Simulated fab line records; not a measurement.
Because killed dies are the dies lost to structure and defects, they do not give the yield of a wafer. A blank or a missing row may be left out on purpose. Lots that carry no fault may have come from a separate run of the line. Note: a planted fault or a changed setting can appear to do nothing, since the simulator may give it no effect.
Chamber matching :: flow nand-harc :: NHARC_A_DECK1_JOINT_DEP_16 on pecvd-03: 3 sister chambers
The step deposits SiO2, target thk 45 nm. 6 wafers are shown with their chamber, then 7 later ones without.

## EACH WAFER AND ITS CHAMBER
wafer: L737.3
chamber: 2
heater-power-w (W): 408
throttle-valve-pct (%): 16.1

wafer: L737.6
chamber: 2
heater-power-w (W): 412
throttle-valve-pct (%): 16.0

wafer: L752.5
chamber: 0
heater-power-w (W): 515
throttle-valve-pct (%): 15.5

wafer: L752.6
chamber: 1
heater-power-w (W): 398
throttle-valve-pct (%): 15.8

wafer: L755.1
chamber: 1
heater-power-w (W): 432
throttle-valve-pct (%): 15.6

wafer: L755.3
chamber: 0
heater-power-w (W): 608
throttle-valve-pct (%): 15.2

## WAFERS MISSING THEIR CHAMBER
wafer: L755.5
heater-power-w (W): 545
throttle-valve-pct (%): 15.7

wafer: L758.1
heater-power-w (W): 361
throttle-valve-pct (%): 15.7

wafer: L758.3
heater-power-w (W): 455
throttle-valve-pct (%): 15.9

wafer: L758.4
heater-power-w (W): 461
throttle-valve-pct (%): 15.8

wafer: L760.1
heater-power-w (W): 564
throttle-valve-pct (%): 15.5

wafer: L760.3
heater-power-w (W): 532
throttle-valve-pct (%): 15.9

wafer: L760.4
heater-power-w (W): 383
throttle-valve-pct (%): 15.3

## EACH ONE'S CHAMBER
wafer: L755.5
from the rows above: can't be placed: 0 or 1 or 2
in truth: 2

wafer: L758.1
from the rows above: can't be placed: 1 or 2
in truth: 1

wafer: L758.3
from the rows above: can't be placed: 2 or 1
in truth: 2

wafer: L758.4
from the rows above: can't be placed: 1 or 2
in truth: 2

wafer: L760.1
from the rows above: 0
in truth: 0

wafer: L760.3
from the rows above: can't be placed: 2 or 1 or 0
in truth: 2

wafer: L760.4
from the rows above: can't be placed: 1 or 0
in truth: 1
1 of 7 placed correctly. These rows do not allow placing 6 (true chamber among the candidates in 6). Wrongly placed: 0.
How it was worked out, from the rows above alone: a wafer's distance from a chamber is the root of the sum, over the readings, of the square of ((its reading less the chamber's mean) divided by the reading's scatter). The wafer belongs to the nearest chamber; if the next one is less than 2 further off, it can't be placed. The mean given for a chamber averages the wafers shown for that chamber. How the scatter is found: for the shown wafers, subtract from each reading the mean of its chamber, square and add these, divide the total by (wafers less chambers), then take the root.
